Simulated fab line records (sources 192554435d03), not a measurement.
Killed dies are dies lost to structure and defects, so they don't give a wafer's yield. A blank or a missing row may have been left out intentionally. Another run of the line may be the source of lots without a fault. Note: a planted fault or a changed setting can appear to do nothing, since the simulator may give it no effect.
Which of the tools did it? :: flow n5Finfet :: 10 lots, 30 wafers sampled, at 5 steps of a route of 1938

WHAT THE GAUGES READ, wafer by wafer
N5_BEOL_M4_RC_MEAS_101. Usual: DIBL_N 37.5 mV/V, standard deviation 2.5; DIBL_P 38 mV/V, standard deviation 3.1; IOFF_N 0.19 nA/um, standard deviation 0.059; IOFF_P 0.24 nA/um, standard deviation 0.061; ION_N 679 uA/um, standard deviation 16; ION_P 465 uA/um, standard deviation 9.8; SS_N 72.0 mV/dec, standard deviation 0.8; SS_P 73.7 mV/dec, standard deviation 0.86; VT_N 248 mV, standard deviation 4.5; VT_P -249 mV, standard deviation 3.5.
lot: L565
measured: day 9 23:35
on: prober-01
DIBL_N (mV/V): 33.7 37.1 41.1
DIBL_P (mV/V): 34 39 44
IOFF_N (nA/um): 0.12 0.18 0.31
IOFF_P (nA/um): 0.17 0.23 0.34
ION_N (uA/um): 662 677 705
ION_P (uA/um): 453 464 477
SS_N (mV/dec): 71.2 71.8 73.1
SS_P (mV/dec): 72.9 73.8 75.8
VT_N (mV): 255 249 244
VT_P (mV): -252 -246 -245
flag: 

lot: L567
measured: day 10 21:11
on: prober-01
DIBL_N (mV/V): 34.4 38.7 37.1
DIBL_P (mV/V): 35 39 37
IOFF_N (nA/um): 0.10 0.18 0.14
IOFF_P (nA/um): 0.16 0.24 0.20
ION_N (uA/um): 657 673 651
ION_P (uA/um): 453 467 452
SS_N (mV/dec): 70.8 71.8 71.5
SS_P (mV/dec): 73.2 74.1 73.1
VT_N (mV): 260 247 252
VT_P (mV): -253 -249 -251
flag: 

lot: L569
measured: day 11 11:34
on: prober-01
DIBL_N (mV/V): 39.7 33.7 36.6
DIBL_P (mV/V): 42 34 38
IOFF_N (nA/um): 0.30 0.13 0.21
IOFF_P (nA/um): 0.37 0.19 0.29
ION_N (uA/um): 716 670 701
ION_P (uA/um): 484 461 486
SS_N (mV/dec): 72.8 72.0 71.9
SS_P (mV/dec): 74.3 72.9 74.4
VT_N (mV): 239 252 241
VT_P (mV): -239 -251 -244
flag: 

lot: L572
measured: day 11 17:02
on: prober-02
DIBL_N (mV/V): 37.5 36.4 36.5
DIBL_P (mV/V): 37 34 35
IOFF_N (nA/um): 0.20 0.16 0.18
IOFF_P (nA/um): 0.30 0.23 0.26
ION_N (uA/um): 706 689 684
ION_P (uA/um): 489 470 479
SS_N (mV/dec): 70.9 72.0 71.7
SS_P (mV/dec): 73.4 72.9 72.7
VT_N (mV): 242 249 249
VT_P (mV): -244 -248 -244
flag: 

lot: L573
measured: day 11 19:13
on: prober-02
DIBL_N (mV/V): 35.8 36.5 38.3
DIBL_P (mV/V): 36 37 38
IOFF_N (nA/um): 0.13 0.14 0.19
IOFF_P (nA/um): 0.21 0.21 0.27
ION_N (uA/um): 659 658 682
ION_P (uA/um): 465 455 471
SS_N (mV/dec): 71.9 71.5 72.0
SS_P (mV/dec): 73.3 73.3 74.3
VT_N (mV): 256 252 248
VT_P (mV): -249 -250 -248
flag: 

lot: L575
measured: day 11 22:50
on: prober-02
DIBL_N (mV/V): 36.4 36.4 37.9
DIBL_P (mV/V): 37 37 40
IOFF_N (nA/um): 0.15 0.15 0.19
IOFF_P (nA/um): 0.19 0.20 0.24
ION_N (uA/um): 668 679 689
ION_P (uA/um): 458 466 471
SS_N (mV/dec): 71.9 72.0 72.1
SS_P (mV/dec): 73.5 73.8 74.0
VT_N (mV): 253 252 248
VT_P (mV): -251 -252 -248
flag: 

lot: L578
measured: day 13 00:09
on: prober-02
DIBL_N (mV/V): 37.6 35.7 37.4
DIBL_P (mV/V): 37 34 36
IOFF_N (nA/um): 0.19 0.16 0.20
IOFF_P (nA/um): 0.24 0.21 0.24
ION_N (uA/um): 683 667 685
ION_P (uA/um): 463 462 466
SS_N (mV/dec): 72.1 71.5 72.0
SS_P (mV/dec): 73.9 73.3 73.8
VT_N (mV): 249 249 244
VT_P (mV): -249 -250 -250
flag: 

lot: L579
measured: day 13 22:40
on: prober-02
DIBL_N (mV/V): 40.5 38.6 39.9
DIBL_P (mV/V): 38 36 38
IOFF_N (nA/um): 0.23 0.17 0.21
IOFF_P (nA/um): 0.26 0.22 0.25
ION_N (uA/um): 684 662 687
ION_P (uA/um): 465 460 466
SS_N (mV/dec): 72.7 73.0 71.8
SS_P (mV/dec): 73.8 73.4 74.0
VT_N (mV): 246 250 250
VT_P (mV): -249 -249 -248
flag: 

lot: L580
measured: day 13 22:26
on: prober-01
DIBL_N (mV/V): 38.6 39.0 39.9
DIBL_P (mV/V): 42 39 41
IOFF_N (nA/um): 0.21 0.20 0.23
IOFF_P (nA/um): 0.29 0.23 0.26
ION_N (uA/um): 685 676 687
ION_P (uA/um): 475 455 466
SS_N (mV/dec): 72.0 71.8 72.2
SS_P (mV/dec): 74.4 74.7 74.6
VT_N (mV): 247 247 245
VT_P (mV): -249 -251 -249
flag: 

lot: L582
measured: day 14 05:08
on: prober-02
DIBL_N (mV/V): 36.5 36.5 36.0
DIBL_P (mV/V): 37 39 37
IOFF_N (nA/um): 0.18 0.19 0.15
IOFF_P (nA/um): 0.22 0.27 0.20
ION_N (uA/um): 681 690 677
ION_P (uA/um): 462 476 461
SS_N (mV/dec): 72.6 72.7 72.3
SS_P (mV/dec): 73.0 74.0 73.7
VT_N (mV): 250 247 253
VT_P (mV): -249 -247 -253
flag: 

TOOL THAT RAN EACH LOT (tool first, then ch and the chambers of the sampled wafers, then the start)
lot: L565
N5_BEOL_M3_PRE_CLEAN_45: pvdSputter-02, day 9 11:59
N5_BEOL_M3_SPUTTER_88: pvdSputter-02, day 9 13:38
N5_BEOL_M3_SPUTTER_90: pvdSputter-02, day 9 13:52
N5_BEOL_M3_SPUTTER_94: pvdSputter-02, day 9 14:18

lot: L567
N5_BEOL_M3_PRE_CLEAN_45: pvdSputter-03, day 10 00:39
N5_BEOL_M3_SPUTTER_88: pvdSputter-02, day 10 02:11
N5_BEOL_M3_SPUTTER_90: pvdSputter-02, day 10 02:24
N5_BEOL_M3_SPUTTER_94: pvdSputter-02, day 10 02:50

lot: L569
N5_BEOL_M3_PRE_CLEAN_45: pvdSputter-02, day 10 12:01
N5_BEOL_M3_SPUTTER_88: pvdSputter-01, day 10 13:37
N5_BEOL_M3_SPUTTER_90: pvdSputter-01, day 10 13:50
N5_BEOL_M3_SPUTTER_94: pvdSputter-01, day 10 14:16

lot: L572
N5_BEOL_M3_PRE_CLEAN_45: pvdSputter-01, day 10 23:46
N5_BEOL_M3_SPUTTER_88: pvdSputter-02, day 11 01:16
N5_BEOL_M3_SPUTTER_90: pvdSputter-02, day 11 01:29
N5_BEOL_M3_SPUTTER_94: pvdSputter-02, day 11 01:55

lot: L573
N5_BEOL_M3_PRE_CLEAN_45: pvdSputter-02, day 11 00:00
N5_BEOL_M3_SPUTTER_88: pvdSputter-03, day 11 01:57
N5_BEOL_M3_SPUTTER_90: pvdSputter-03, day 11 02:10
N5_BEOL_M3_SPUTTER_94: pvdSputter-03, day 11 02:37

lot: L575
N5_BEOL_M3_PRE_CLEAN_45: pvdSputter-03, day 11 08:23
N5_BEOL_M3_SPUTTER_88: pvdSputter-03, day 11 09:49
N5_BEOL_M3_SPUTTER_90: pvdSputter-03, day 11 10:02
N5_BEOL_M3_SPUTTER_94: pvdSputter-03, day 11 10:28

lot: L578
N5_BEOL_M3_PRE_CLEAN_45: pvdSputter-03, day 12 09:42
N5_BEOL_M3_SPUTTER_88: pvdSputter-01, day 12 11:27
N5_BEOL_M3_SPUTTER_90: pvdSputter-01, day 12 11:40
N5_BEOL_M3_SPUTTER_94: pvdSputter-01, day 12 12:07

lot: L579
N5_BEOL_M3_PRE_CLEAN_45: pvdSputter-02, day 12 20:39
N5_BEOL_M3_SPUTTER_88: pvdSputter-02, day 12 22:15
N5_BEOL_M3_SPUTTER_90: pvdSputter-02, day 12 22:28
N5_BEOL_M3_SPUTTER_94: pvdSputter-02, day 12 22:55

lot: L580
N5_BEOL_M3_PRE_CLEAN_45: pvdSputter-01, day 13 03:02
N5_BEOL_M3_SPUTTER_88: pvdSputter-03, day 13 04:26
N5_BEOL_M3_SPUTTER_90: pvdSputter-03, day 13 04:40
N5_BEOL_M3_SPUTTER_94: pvdSputter-03, day 13 05:06

lot: L582
N5_BEOL_M3_PRE_CLEAN_45: pvdSputter-02, day 13 11:44
N5_BEOL_M3_SPUTTER_88: pvdSputter-02, day 13 13:16
N5_BEOL_M3_SPUTTER_90: pvdSputter-02, day 13 13:29
N5_BEOL_M3_SPUTTER_94: pvdSputter-02, day 13 13:56
- N5_BEOL_M3_PRE_CLEAN_45: time 30 s.
- N5_BEOL_M3_SPUTTER_88: material Cu, target thk 4.5 nm, time 8.29 s.
- N5_BEOL_M3_SPUTTER_90: material Cu, target thk 4.5 nm, time 8.29 s.
- N5_BEOL_M3_SPUTTER_94: material Cu, target thk 4.5 nm, time 8.29 s.

AS READ BY THE TOOLS THEMSELVES (means over the sampled wafers that have a number; for cases with no such wafer, the mark the record gives instead)
N5_BEOL_M3_PRE_CLEAN_45. Usual: heaterPowerW 324 W, standard deviation 33.
lot: L565
tool: pvdSputter-02
heaterPowerW (W): 315
flag: 

lot: L567
tool: pvdSputter-03
heaterPowerW (W): 328
flag: 

lot: L569
tool: pvdSputter-02
heaterPowerW (W): 296
flag: 

lot: L572
tool: pvdSputter-01
heaterPowerW (W): 363
flag: 

lot: L573
tool: pvdSputter-02
heaterPowerW (W): 334
flag: 

lot: L575
tool: pvdSputter-03
heaterPowerW (W): 294
flag: 

lot: L578
tool: pvdSputter-03
heaterPowerW (W): 297
flag: 

lot: L579
tool: pvdSputter-02
heaterPowerW (W): 316
flag: 

lot: L580
tool: pvdSputter-01
heaterPowerW (W): 358
flag: 

lot: L582
tool: pvdSputter-02
heaterPowerW (W): 320
flag: 

N5_BEOL_M3_SPUTTER_88. Usual: chamberPressurePa 0.07 Pa, standard deviation 0.00013; chuckGasFlowSccm 1.26 sccm, standard deviation 0.048; throttleValvePct 29.9 %, standard deviation 1.1.
lot: L565
tool: pvdSputter-02
chamberPressurePa (Pa): 0.07
chuckGasFlowSccm (sccm): 1.27
throttleValvePct (%): 29.9
flag: 

lot: L567
tool: pvdSputter-02
chamberPressurePa (Pa): -
chuckGasFlowSccm (sccm): -
throttleValvePct (%): -
flag: OFF

lot: L569
tool: pvdSputter-01
chamberPressurePa (Pa): -
chuckGasFlowSccm (sccm): -
throttleValvePct (%): -
flag: OFF

lot: L572
tool: pvdSputter-02
chamberPressurePa (Pa): 0.07
chuckGasFlowSccm (sccm): 1.30
throttleValvePct (%): 29.3
flag: 

lot: L573
tool: pvdSputter-03
chamberPressurePa (Pa): 0.07
chuckGasFlowSccm (sccm): 1.26
throttleValvePct (%): 28.9
flag: 

lot: L575
tool: pvdSputter-03
chamberPressurePa (Pa): 0.07
chuckGasFlowSccm (sccm): 1.26
throttleValvePct (%): 28.6
flag: 

lot: L578
tool: pvdSputter-01
chamberPressurePa (Pa): 0.07
chuckGasFlowSccm (sccm): 1.26
throttleValvePct (%): 30.1
flag: 

lot: L579
tool: pvdSputter-02
chamberPressurePa (Pa): 0.07
chuckGasFlowSccm (sccm): 1.27
throttleValvePct (%): 30.3
flag: 

lot: L580
tool: pvdSputter-03
chamberPressurePa (Pa): 0.07
chuckGasFlowSccm (sccm): 1.30
throttleValvePct (%): 30.1
flag: 

lot: L582
tool: pvdSputter-02
chamberPressurePa (Pa): 0.07
chuckGasFlowSccm (sccm): 1.27
throttleValvePct (%): 30.8
flag: 

N5_BEOL_M3_SPUTTER_90. Usual: chamberPressurePa 0.06997 Pa, standard deviation 0.00014; chuckGasFlowSccm 1.27 sccm, standard deviation 0.051; throttleValvePct 30.0 %, standard deviation 1.1.
lot: L565
tool: pvdSputter-02
chamberPressurePa (Pa): 0.06994
chuckGasFlowSccm (sccm): 1.27
throttleValvePct (%): 30.0
flag: 

lot: L567
tool: pvdSputter-02
chamberPressurePa (Pa): 0.07003
chuckGasFlowSccm (sccm): 1.33
throttleValvePct (%): 29.5
flag: 

lot: L569
tool: pvdSputter-01
chamberPressurePa (Pa): 0.06992
chuckGasFlowSccm (sccm): 1.28
throttleValvePct (%): 29.7
flag: 

lot: L572
tool: pvdSputter-02
chamberPressurePa (Pa): 0.06984
chuckGasFlowSccm (sccm): 1.24
throttleValvePct (%): 29.5
flag: 

lot: L573
tool: pvdSputter-03
chamberPressurePa (Pa): 0.06982
chuckGasFlowSccm (sccm): 1.25
throttleValvePct (%): 28.9
flag: 

lot: L575
tool: pvdSputter-03
chamberPressurePa (Pa): 0.07003
chuckGasFlowSccm (sccm): 1.30
throttleValvePct (%): 28.6
flag: 

lot: L578
tool: pvdSputter-01
chamberPressurePa (Pa): 0.07000
chuckGasFlowSccm (sccm): 1.28
throttleValvePct (%): 30.2
flag: 

lot: L579
tool: pvdSputter-02
chamberPressurePa (Pa): 0.06992
chuckGasFlowSccm (sccm): 1.29
throttleValvePct (%): 30.4
flag: 

lot: L580
tool: pvdSputter-03
chamberPressurePa (Pa): 0.07006
chuckGasFlowSccm (sccm): 1.29
throttleValvePct (%): 30.1
flag: 

lot: L582
tool: pvdSputter-02
chamberPressurePa (Pa): 0.06992
chuckGasFlowSccm (sccm): 1.26
throttleValvePct (%): 30.9
flag: 

N5_BEOL_M3_SPUTTER_94. Usual: chamberPressurePa 0.07001 Pa, standard deviation 0.00012; chuckGasFlowSccm 1.26 sccm, standard deviation 0.049; throttleValvePct 30.0 %, standard deviation 1.1.
lot: L565
tool: pvdSputter-02
chamberPressurePa (Pa): 0.06996
chuckGasFlowSccm (sccm): 1.29
throttleValvePct (%): 29.9
flag: 

lot: L567
tool: pvdSputter-02
chamberPressurePa (Pa): 0.07005
chuckGasFlowSccm (sccm): 1.28
throttleValvePct (%): 29.5
flag: 

lot: L569
tool: pvdSputter-01
chamberPressurePa (Pa): 0.06999
chuckGasFlowSccm (sccm): 1.33
throttleValvePct (%): 29.8
flag: 

lot: L572
tool: pvdSputter-02
chamberPressurePa (Pa): 0.07009
chuckGasFlowSccm (sccm): 1.27
throttleValvePct (%): 29.1
flag: 

lot: L573
tool: pvdSputter-03
chamberPressurePa (Pa): 0.07002
chuckGasFlowSccm (sccm): 1.25
throttleValvePct (%): 28.9
flag: 

lot: L575
tool: pvdSputter-03
chamberPressurePa (Pa): 0.06993
chuckGasFlowSccm (sccm): 1.24
throttleValvePct (%): 28.6
flag: 

lot: L578
tool: pvdSputter-01
chamberPressurePa (Pa): 0.07001
chuckGasFlowSccm (sccm): 1.27
throttleValvePct (%): 30.0
flag: 

lot: L579
tool: pvdSputter-02
chamberPressurePa (Pa): 0.07005
chuckGasFlowSccm (sccm): 1.27
throttleValvePct (%): 30.3
flag: 

lot: L580
tool: pvdSputter-03
chamberPressurePa (Pa): 0.06988
chuckGasFlowSccm (sccm): 1.22
throttleValvePct (%): 30.0
flag: 

lot: L582
tool: pvdSputter-02
chamberPressurePa (Pa): 0.07006
chuckGasFlowSccm (sccm): 1.29
throttleValvePct (%): 30.9
flag: 

THE ANSWER, worked out from the rows above alone
Rule: lot off if the mean of its wafers having a number is beyond 3 standard deviations from the usual mean. A lot without any number at a reading at which 4 lots or more have one is off too. The other lots that the step has rows for count as sound. Order of review: gauges by route order, followed by the tools' own readings, for which a lot's mean as printed above is used. At the first step where some lot is off, the reading lying furthest off is the one used; lots without a number count as furthest.
Off at N5_BEOL_M3_SPUTTER_88 (chamberPressurePa): L567, L569. Without a number there: L567, L569.
A tool fits if, at that step or a process step before it, it ran every lot that is off, and no sound lot after the first of them. No candidate that was tried fits.

WHAT THE SIMULATOR HAD PUT IN
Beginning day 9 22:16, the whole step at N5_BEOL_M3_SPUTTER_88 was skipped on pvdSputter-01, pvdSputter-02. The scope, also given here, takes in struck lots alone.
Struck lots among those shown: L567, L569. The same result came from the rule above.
